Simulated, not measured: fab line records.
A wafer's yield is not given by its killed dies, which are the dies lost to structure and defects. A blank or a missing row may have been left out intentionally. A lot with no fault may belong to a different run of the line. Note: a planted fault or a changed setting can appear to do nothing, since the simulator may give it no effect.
Which tool is to blame? | flow n5Finfet | Sampling: 24 lots, 72 wafers, 6 of 1938 route steps

WHAT EACH GAUGE READ, for each wafer
N5_BEOL_M8_THK_MEAS_53: measures by xrf.
lot  | measured     | on           | M8_THK (nm)
L075 | day 9 19:21  | filmMetro-02 | 78.5 79.4 75.9
L074 | day 9 19:04  | filmMetro-02 | 83.2 80.3 82.1
L076 | day 9 22:17  | filmMetro-01 | 79.5 80.4 79.3
L077 | day 10 07:11 | filmMetro-01 | 81.8 82.6 82.1
L078 | day 10 07:47 | filmMetro-01 | 80.3 78.4 77.7
L079 | day 10 11:44 | filmMetro-01 | 80.0 79.8 81.7
L080 | day 10 19:22 | filmMetro-01 | 82.9 77.3 79.9
L081 | day 11 07:46 | filmMetro-02 | 83.0 83.8 81.8
L082 | day 11 11:26 | filmMetro-01 | 80.2 81.4 81.6
L083 | day 11 14:33 | filmMetro-01 | 81.0 78.9 80.1
L084 | day 12 00:08 | filmMetro-01 | 79.0 81.3 81.8
L085 | day 12 05:52 | filmMetro-02 | 81.1 81.4 79.4
L086 | day 12 12:35 | filmMetro-02 | 82.3 80.4 78.9
L088 | day 12 19:44 | filmMetro-01 | 80.1 78.5 78.6
L089 | day 12 22:56 | filmMetro-01 | 77.9 82.5 75.9
L090 | day 13 03:42 | filmMetro-02 | 76.9 78.4 80.4
L087 | day 13 04:50 | filmMetro-01 | 75.9 80.3 79.1
L091 | day 13 05:57 | filmMetro-02 | 81.8 81.4 80.1
L093 | day 14 20:51 | filmMetro-02 | 81.1 82.8 81.6
L092 | day 14 20:26 | filmMetro-02 | 81.1 80.2 80.0
L097 | day 14 21:13 | filmMetro-02 | 82.3 80.2 81.0
L094 | day 14 22:41 | filmMetro-02 | 78.9 80.1 80.4
L095 | day 15 04:28 | filmMetro-01 | 86.4 81.9 82.3
L096 | day 15 22:11 | filmMetro-01 | 81.9 81.8 81.8

TOOL THAT RAN EACH LOT (tool first, then ch and the chambers of the sampled wafers, then the start)
lot  | N5_BEOL_M8_HM_DEP_02        | N5_BEOL_M8_DESCUM_16              | N5_BEOL_M8_DESCUM_33              | N5_BEOL_M8_PRE_CLEAN_45     | N5_BEOL_M8_SURFACE_TREAT_79
L075 | pvdSputter-01, day 9 12:08  | rieDiel-01 ch 1,2,3, day 9 12:54  | rieDiel-03 ch 0,1,3, day 9 15:07  | pvdSputter-02, day 9 16:28  | pvdSputter-01, day 9 17:11
L074 | pvdSputter-03, day 9 12:23  | rieDiel-01 ch 0,1,3, day 9 13:37  | rieDiel-01 ch 0,1,2, day 9 15:11  | pvdSputter-01, day 9 16:30  | pvdSputter-01, day 9 17:06
L076 | pvdSputter-02, day 9 16:06  | rieDiel-01 ch 0,1, day 9 16:41    | rieDiel-01 ch 1,3, day 9 19:35    | pvdSputter-02, day 9 20:35  | pvdSputter-02, day 9 20:59
L077 | pvdSputter-03, day 10 00:37 | rieDiel-03 ch 0,2, day 10 01:13   | rieDiel-01 ch 1,3, day 10 02:29   | pvdSputter-01, day 10 05:34 | pvdSputter-01, day 10 06:10
L078 | pvdSputter-02, day 10 02:46 | rieDiel-05 ch 0,1,2, day 10 03:32 | rieDiel-01 ch 0,3, day 10 05:16   | pvdSputter-01, day 10 06:21 | pvdSputter-01, day 10 06:43
L079 | pvdSputter-01, day 10 05:58 | rieDiel-03 ch 1,2, day 10 06:26   | rieDiel-01 ch 0,1,3, day 10 07:32 | pvdSputter-02, day 10 10:01 | pvdSputter-03, day 10 10:28
L080 | pvdSputter-02, day 10 10:29 | rieDiel-03 ch 0,1,3, day 10 11:14 | rieDiel-03 ch 2,3, day 10 14:53   | pvdSputter-03, day 10 17:53 | pvdSputter-02, day 10 18:14
L081 | pvdSputter-01, day 11 02:49 | rieDiel-01 ch 0,1,2, day 11 03:17 | rieDiel-01 ch 0,2, day 11 05:14   | pvdSputter-01, day 11 06:16 | pvdSputter-01, day 11 06:42
L082 | pvdSputter-01, day 11 06:01 | rieDiel-03 ch 1,2,3, day 11 06:39 | rieDiel-01 ch 0,1,2, day 11 08:32 | pvdSputter-03, day 11 09:38 | pvdSputter-03, day 11 10:01
L083 | pvdSputter-01, day 11 10:26 | rieDiel-05 ch 0,2,3, day 11 11:02 | rieDiel-05 ch 0,1,3, day 11 11:58 | pvdSputter-01, day 11 13:00 | pvdSputter-01, day 11 13:20
L084 | pvdSputter-01, day 11 19:07 | rieDiel-05 ch 1,3, day 11 19:35   | rieDiel-01 ch 0,1, day 11 20:43   | pvdSputter-03, day 11 22:17 | pvdSputter-02, day 11 22:47
L085 | pvdSputter-03, day 12 00:45 | rieDiel-03 ch 1,3, day 12 01:22   | rieDiel-03 ch 1,3, day 12 03:10   | pvdSputter-01, day 12 04:10 | pvdSputter-01, day 12 04:37
L086 | pvdSputter-01, day 12 04:31 | rieDiel-05 ch 0,2,3, day 12 04:58 | rieDiel-05 ch 0,1,3, day 12 08:15 | pvdSputter-01, day 12 09:17 | pvdSputter-01, day 12 09:47
L088 | pvdSputter-01, day 12 15:26 | rieDiel-03 ch 0,1,3, day 12 16:02 | rieDiel-05 ch 0,1,3, day 12 17:04 | pvdSputter-03, day 12 18:25 | pvdSputter-01, day 12 18:46
L089 | pvdSputter-03, day 12 16:58 | rieDiel-05 ch 0,1,2, day 12 17:33 | rieDiel-03 ch 0,2,3, day 12 18:56 | pvdSputter-03, day 12 21:32 | pvdSputter-03, day 12 21:58
L090 | pvdSputter-02, day 12 22:01 | rieDiel-03 ch 1,2,3, day 12 22:37 | rieDiel-05 ch 0,2,3, day 13 00:32 | pvdSputter-03, day 13 01:31 | pvdSputter-01, day 13 01:59
L087 | pvdSputter-03, day 12 22:02 | rieDiel-01 ch 0,1,2, day 12 22:47 | rieDiel-05 ch 0,2, day 13 00:56   | pvdSputter-03, day 13 03:27 | pvdSputter-03, day 13 03:49
L091 | pvdSputter-03, day 13 01:14 | rieDiel-03 ch 1,2, day 13 02:00   | rieDiel-01 ch 1,2, day 13 03:05   | pvdSputter-03, day 13 04:09 | pvdSputter-01, day 13 04:31
L093 | pvdSputter-02, day 14 14:05 | rieDiel-03 ch 0, day 14 15:11     | rieDiel-03 ch 0,1, day 14 17:11   | pvdSputter-01, day 14 18:48 | pvdSputter-01, day 14 19:25
L092 | pvdSputter-01, day 14 14:12 | rieDiel-05 ch 1,2,3, day 14 15:16 | rieDiel-05 ch 0,1,3, day 14 16:42 | pvdSputter-01, day 14 18:28 | pvdSputter-01, day 14 19:12
L097 | pvdSputter-03, day 14 15:58 | rieDiel-03 ch 0,1, day 14 16:47   | rieDiel-01 ch 1,2, day 14 17:54   | pvdSputter-01, day 14 19:30 | pvdSputter-01, day 14 20:07
L094 | pvdSputter-02, day 14 17:03 | rieDiel-01 ch 0,1,2, day 14 17:38 | rieDiel-01 ch 0,1,2, day 14 19:05 | pvdSputter-03, day 14 20:32 | pvdSputter-03, day 14 21:00
L095 | pvdSputter-03, day 14 21:38 | rieDiel-03 ch 0,2, day 14 22:13   | rieDiel-05 ch 0,2,3, day 15 01:50 | pvdSputter-02, day 15 02:52 | pvdSputter-02, day 15 03:19
L096 | pvdSputter-03, day 15 17:20 | rieDiel-01 ch 0,1, day 15 17:56   | rieDiel-05 ch 1,2, day 15 19:45   | pvdSputter-02, day 15 20:48 | pvdSputter-02, day 15 21:09
- N5_BEOL_M8_HM_DEP_02: deposits TiN, target thk 20 nm.
- N5_BEOL_M8_DESCUM_16: chemistry O2, time 7.9 s.
- N5_BEOL_M8_DESCUM_33: chemistry O2, time 7 s.
- N5_BEOL_M8_PRE_CLEAN_45: time 30 s.
- N5_BEOL_M8_SURFACE_TREAT_79

WHAT THE TOOLS THEMSELVES READ (means of the sampled wafers that have a number; where no wafer has one, the mark that the record gives instead)
N5_BEOL_M8_HM_DEP_02.
lot  | tool          | throttleValvePct (%)
L075 | pvdSputter-01 | 28.9
L074 | pvdSputter-03 | 31.3
L076 | pvdSputter-02 | 30.2
L077 | pvdSputter-03 | 30.6
L078 | pvdSputter-02 | 30.6
L079 | pvdSputter-01 | 29.1
L080 | pvdSputter-02 | 30.5
L081 | pvdSputter-01 | 30.1
L082 | pvdSputter-01 | 29.2
L083 | pvdSputter-01 | 29.8
L084 | pvdSputter-01 | 28.8
L085 | pvdSputter-03 | 29.9
L086 | pvdSputter-01 | 29.7
L088 | pvdSputter-01 | 29.0
L089 | pvdSputter-03 | 30.5
L090 | pvdSputter-02 | 30.5
L087 | pvdSputter-03 | 29.7
L091 | pvdSputter-03 | 30.6
L093 | pvdSputter-02 | 30.1
L092 | pvdSputter-01 | 29.1
L097 | pvdSputter-03 | 31.5
L094 | pvdSputter-02 | 30.6
L095 | pvdSputter-03 | 31.6
L096 | pvdSputter-03 | 30.6

N5_BEOL_M8_DESCUM_16.
lot  | tool       | biasPowerW (W) | chamberPressureMTorr (mTorr) | drypumpMotorCurrentA (A) | oesProductAu (a.u.) | rfVppV (V) | showerheadPlenumPTorr (Torr) | throttleValvePct (%)
L075 | rieDiel-01 | 19.99          | 20.033                       | 5.7                      | 0.81                | 244.2      | 2.16                         | 20.40
L074 | rieDiel-01 | 20.03          | 19.997                       | 6.1                      | 0.73                | 244.6      | 2.17                         | 20.35
L076 | rieDiel-01 | 20.05          | 19.996                       | 6.1                      | 0.74                | 243.6      | 2.18                         | 20.39
L077 | rieDiel-03 | 19.95          | 20.000                       | 5.6                      | 0.81                | 244.3      | 2.20                         | 20.28
L078 | rieDiel-05 | 19.97          | 19.997                       | 5.8                      | 0.80                | 243.4      | 2.12                         | 20.15
L079 | rieDiel-03 | 20.03          | 19.990                       | 5.3                      | 0.73                | 243.4      | 2.15                         | 20.38
L080 | rieDiel-03 | 20.03          | 19.994                       | 5.5                      | 0.80                | 243.8      | 2.17                         | 20.42
L081 | rieDiel-01 | 20.00          | 20.020                       | 5.8                      | 0.80                | 244.2      | 2.17                         | 20.47
L082 | rieDiel-03 | 20.05          | 20.002                       | 5.3                      | 0.72                | 243.9      | 2.15                         | 20.44
L083 | rieDiel-05 | 20.02          | 20.016                       | 6.0                      | 0.86                | 243.3      | 2.11                         | 20.27
L084 | rieDiel-05 | 20.07          | 19.984                       | 5.3                      | 0.81                | 242.5      | 2.08                         | 20.23
L085 | rieDiel-03 | 20.02          | 20.002                       | 5.3                      | 0.78                | 243.4      | 2.14                         | 20.52
L086 | rieDiel-05 | 19.95          | 20.012                       | 6.0                      | 0.83                | 243.2      | 2.10                         | 20.29
L088 | rieDiel-03 | 20.00          | 19.993                       | 5.4                      | 0.78                | 243.5      | 2.16                         | 20.44
L089 | rieDiel-05 | 19.99          | 20.010                       | 5.8                      | 0.77                | 243.3      | 2.11                         | 20.19
L090 | rieDiel-03 | 19.92          | 19.978                       | 5.3                      | 0.82                | 243.8      | 2.14                         | 20.30
L087 | rieDiel-01 | 19.99          | 20.007                       | 5.7                      | 0.77                | 244.0      | 2.16                         | 20.49
L091 | rieDiel-03 | 19.95          | 19.996                       | 5.3                      | 0.86                | 243.2      | 2.14                         | 20.32
L093 | rieDiel-03 | 20.02          | 19.998                       | 5.9                      | 0.83                | 245.5      | 2.20                         | 20.36
L092 | rieDiel-05 | 20.00          | 20.006                       | 5.6                      | 0.81                | 244.3      | 2.08                         | 20.30
L097 | rieDiel-03 | 20.01          | 19.986                       | 5.7                      | 0.81                | 244.3      | 2.17                         | 20.43
L094 | rieDiel-01 | 20.03          | 19.998                       | 5.8                      | 0.76                | 244.4      | 2.15                         | 20.52
L095 | rieDiel-03 | 19.98          | 19.986                       | 5.5                      | 0.87                | 244.4      | 2.17                         | 20.05
L096 | rieDiel-01 | 20.03          | 20.006                       | 6.2                      | 0.70                | 243.8      | 2.16                         | 20.47

N5_BEOL_M8_DESCUM_33.
lot  | tool       | biasPowerW (W) | chamberPressureMTorr (mTorr) | drypumpMotorCurrentA (A) | oesProductAu (a.u.) | rfVppV (V) | showerheadPlenumPTorr (Torr) | throttleValvePct (%)
L075 | rieDiel-03 | 20.03          | 20.009                       | 5.5                      | 0.82                | 244.4      | 2.17                         | 20.41
L074 | rieDiel-01 | 20.00          | 20.001                       | 5.8                      | 0.82                | 243.9      | 2.17                         | 20.44
L076 | rieDiel-01 | 19.93          | 19.996                       | 5.9                      | 0.75                | 245.0      | 2.18                         | 20.34
L077 | rieDiel-01 | 19.99          | 20.009                       | 6.1                      | 0.73                | 244.1      | 2.15                         | 20.32
L078 | rieDiel-01 | 19.97          | 20.008                       | 6.3                      | 0.72                | 244.3      | 2.16                         | 20.35
L079 | rieDiel-01 | 19.95          | 19.999                       | 6.1                      | 0.73                | 243.7      | 2.16                         | 20.34
L080 | rieDiel-03 | 20.01          | 20.004                       | 5.2                      | 0.68                | 243.3      | 2.15                         | 20.41
L081 | rieDiel-01 | 19.93          | 20.014                       | 6.0                      | 0.78                | 244.6      | 2.16                         | 20.46
L082 | rieDiel-01 | 20.00          | 20.003                       | 5.8                      | 0.79                | 244.1      | 2.17                         | 20.47
L083 | rieDiel-05 | 20.02          | 20.004                       | 5.7                      | 0.80                | 241.9      | 2.10                         | 20.25
L084 | rieDiel-01 | 20.02          | 19.994                       | 5.9                      | 0.73                | 244.6      | 2.18                         | 20.40
L085 | rieDiel-03 | 19.95          | 20.013                       | 5.2                      | 0.73                | 244.0      | 2.14                         | 20.49
L086 | rieDiel-05 | 19.95          | 19.996                       | 5.7                      | 0.79                | 243.4      | 2.09                         | 20.27
L088 | rieDiel-05 | 19.96          | 20.009                       | 5.7                      | 0.77                | 243.4      | 2.09                         | 20.26
L089 | rieDiel-03 | 20.01          | 19.990                       | 5.5                      | 0.83                | 245.0      | 2.17                         | 20.22
L090 | rieDiel-05 | 19.99          | 20.010                       | 6.0                      | 0.84                | 243.0      | 2.10                         | 20.30
L087 | rieDiel-05 | 19.91          | 20.003                       | 6.2                      | 0.75                | 243.2      | 2.13                         | 20.22
L091 | rieDiel-01 | 20.05          | 19.985                       | 5.5                      | 0.78                | 244.5      | 2.17                         | 20.50
L093 | rieDiel-03 | 20.00          | 20.000                       | 5.7                      | 0.82                | 244.2      | 2.17                         | 20.42
L092 | rieDiel-05 | 19.97          | 20.002                       | 5.7                      | 0.86                | 242.6      | 2.08                         | 20.16
L097 | rieDiel-01 | 20.04          | 19.976                       | 5.4                      | 0.81                | 243.3      | 2.15                         | 20.58
L094 | rieDiel-01 | 19.93          | 19.989                       | 5.8                      | 0.76                | 244.0      | 2.16                         | 20.51
L095 | rieDiel-05 | 19.98          | 19.990                       | 6.0                      | 0.90                | 243.5      | 2.09                         | 20.19
L096 | rieDiel-05 | 19.99          | 19.995                       | 5.4                      | 0.75                | 242.7      | 2.08                         | 20.21

N5_BEOL_M8_PRE_CLEAN_45.
lot  | tool          | heaterPowerW (W)
L075 | pvdSputter-02 | 340
L074 | pvdSputter-01 | 367
L076 | pvdSputter-02 | 333
L077 | pvdSputter-01 | 361
L078 | pvdSputter-01 | 367
L079 | pvdSputter-02 | 325
L080 | pvdSputter-03 | 351
L081 | pvdSputter-01 | 355
L082 | pvdSputter-03 | 321
L083 | pvdSputter-01 | 365
L084 | pvdSputter-03 | 360
L085 | pvdSputter-01 | 375
L086 | pvdSputter-01 | 362
L088 | pvdSputter-03 | 330
L089 | pvdSputter-03 | 351
L090 | pvdSputter-03 | 337
L087 | pvdSputter-03 | 359
L091 | pvdSputter-03 | 357
L093 | pvdSputter-01 | 382
L092 | pvdSputter-01 | 370
L097 | pvdSputter-01 | 356
L094 | pvdSputter-03 | 337
L095 | pvdSputter-02 | 342
L096 | pvdSputter-02 | 336

THE ANSWER, worked out from the rows above alone
Rule: what is usual is taken from the lots themselves. The widest of any qualifying gaps counts: lots, ordered by their means at a reading, are off when they make up no more than a third of the lots, leave a main group of 4 or more, and stand apart from it by 3 or more times the standard deviation of that group's means. The tables above print the reading to a certain number of digits; a main group whose means all agree to those digits is not used. A lot without any number at a reading at which 4 lots or more have one is off too. The other lots that the step has rows for count as sound. Order of review: gauges by route order, followed by the tools' own readings, for which a lot's mean as printed above is used. At the first step where some lot is off, the reading lying furthest off is the one used; lots without a number count as furthest.
None of the lots is off at any reading shown; this tells nothing.

WHAT THE SIMULATOR HAD PUT IN
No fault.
